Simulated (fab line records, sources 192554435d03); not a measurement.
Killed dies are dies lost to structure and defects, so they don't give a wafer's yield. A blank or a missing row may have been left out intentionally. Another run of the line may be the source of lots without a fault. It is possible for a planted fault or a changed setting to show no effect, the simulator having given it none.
What tool caused it? :: flow n5 finfet :: 9 lots with 27 wafers sampled at 4 steps, on a route of 1938 steps

## WHAT EACH GAUGE READ, for each wafer
N5_BEOL_M4_RC_MEAS_101.
lot: L929
measured: day 8 09:34
on: prober-01
IOFF_P_85C (nA/um): 3.4 3.3 3.5

lot: L931
measured: day 8 18:11
on: prober-01
IOFF_P_85C (nA/um): 3.9 3.8 9.6

lot: L932
measured: day 8 18:22
on: prober-02
IOFF_P_85C (nA/um): 3.2 3.8 3.4

lot: L944
measured: day 12 07:35
on: prober-01
IOFF_P_85C (nA/um): 3.1 3.4 3.1

lot: L945
measured: day 12 15:37
on: prober-02
IOFF_P_85C (nA/um): 3.3 3.3 3.7

lot: L946
measured: day 13 04:11
on: prober-01
IOFF_P_85C (nA/um): 3.3 3.0 3.8

lot: L948
measured: day 13 19:22
on: prober-02
IOFF_P_85C (nA/um): 3.1 3.6 3.4

lot: L949
measured: day 13 22:01
on: prober-02
IOFF_P_85C (nA/um): 3.7 4.2 2.9

lot: L950
measured: day 14 03:22
on: prober-02
IOFF_P_85C (nA/um): 2.9 3.2 2.9

## WHAT TOOL EACH LOT RAN ON (gives the tool, then ch and the chambers of the sampled wafers, and finally the start)
lot: L929
N5_HKMG_FIN_ETCH_54: rie diel-02 ch 2,3, day 4 14:26
N5_HKMG_FIN_ALD_36: ald metal-01 ch 0,3, day 4 16:31
N5_HKMG_FIN_PWFM_ALD_03: ald metal-03 ch 0,1, day 4 16:50

lot: L931
N5_HKMG_FIN_ETCH_54: rie diel-01 ch 0,1,2, day 4 22:38
N5_HKMG_FIN_ALD_36: ald metal-01 ch 0,3, day 5 00:52
N5_HKMG_FIN_PWFM_ALD_03: ald metal-03 ch 1,2,3, day 5 01:11

lot: L932
N5_HKMG_FIN_ETCH_54: rie diel-02 ch 0,2,3, day 5 04:45
N5_HKMG_FIN_ALD_36: ald metal-04 ch 0,1,2, day 5 06:50
N5_HKMG_FIN_PWFM_ALD_03: ald metal-03 ch 0,2,3, day 5 07:09

lot: L944
N5_HKMG_FIN_ETCH_54: rie diel-05 ch 0,1,3, day 8 04:46
N5_HKMG_FIN_ALD_36: ald metal-04 ch 0,1,2, day 8 06:53
N5_HKMG_FIN_PWFM_ALD_03: ald metal-03 ch 0,1,3, day 8 07:11

lot: L945
N5_HKMG_FIN_ETCH_54: rie diel-01 ch 2,3, day 8 14:38
N5_HKMG_FIN_ALD_36: ald metal-03 ch 0,1,3, day 8 16:43
N5_HKMG_FIN_PWFM_ALD_03: ald metal-01 ch 0,1, day 8 17:02

lot: L946
N5_HKMG_FIN_ETCH_54: rie diel-02 ch 1,2,3, day 8 19:38
N5_HKMG_FIN_ALD_36: ald metal-03 ch 0,1,3, day 8 21:43
N5_HKMG_FIN_PWFM_ALD_03: ald metal-01 ch 1,2,3, day 8 22:02

lot: L948
N5_HKMG_FIN_ETCH_54: rie diel-05 ch 1,3, day 9 07:49
N5_HKMG_FIN_ALD_36: ald metal-03 ch 0,2,3, day 9 09:55
N5_HKMG_FIN_PWFM_ALD_03: ald metal-04 ch 0,2,3, day 9 10:14

lot: L949
N5_HKMG_FIN_ETCH_54: rie diel-02 ch 1,2,3, day 9 14:17
N5_HKMG_FIN_ALD_36: ald metal-04 ch 0,1,2, day 9 16:23
N5_HKMG_FIN_PWFM_ALD_03: ald metal-01 ch 0,2,3, day 9 16:42

lot: L950
N5_HKMG_FIN_ETCH_54: rie diel-05 ch 2,3, day 9 22:23
N5_HKMG_FIN_ALD_36: ald metal-01 ch 1,3, day 10 00:44
N5_HKMG_FIN_PWFM_ALD_03: ald metal-03 ch 0,2,3, day 10 01:04
- N5_HKMG_FIN_ETCH_54: etches SiARC in CF4, target depth 45.5 nm, time 75.8 s.
- N5_HKMG_FIN_ALD_36: deposits TiN, target thk 1 nm, pulse time 1 s, purge time 3 s.
- N5_HKMG_FIN_PWFM_ALD_03: deposits TiN, target thk 2 nm, pulse time 1 s, purge time 3 s.

## THE ANSWER, worked out from the rows above alone
Rule: the lots themselves supply what counts as usual. Put in order of their means at a reading, lots are off if they are a third of the lots or fewer, leave a main group of 4 or more, and stand apart from it by a gap of 3 or more times the standard deviation of the main group's means; of several such gaps the widest counts. A main group whose means are all the same, to the digits that the tables above print for the reading, isn't used. Also off: a lot with no number at a reading for which 4 or more lots have one. Any other lot the step has rows for is counted as sound.
Off: L931, seen at N5_BEOL_M4_RC_MEAS_101 (IOFF_P_85C). For the main group the mean is 3.4 nA/um and the standard deviation 0.17.
A tool fits if, at a process step before that reading, it ran every lot that is off, and no sound lot after the first of them. Gauges at N5_BEOL_M4_RC_MEAS_101: tried the same way as those tools. No candidate that was tried fits.

## WHAT THE SIMULATOR HAD INSERTED
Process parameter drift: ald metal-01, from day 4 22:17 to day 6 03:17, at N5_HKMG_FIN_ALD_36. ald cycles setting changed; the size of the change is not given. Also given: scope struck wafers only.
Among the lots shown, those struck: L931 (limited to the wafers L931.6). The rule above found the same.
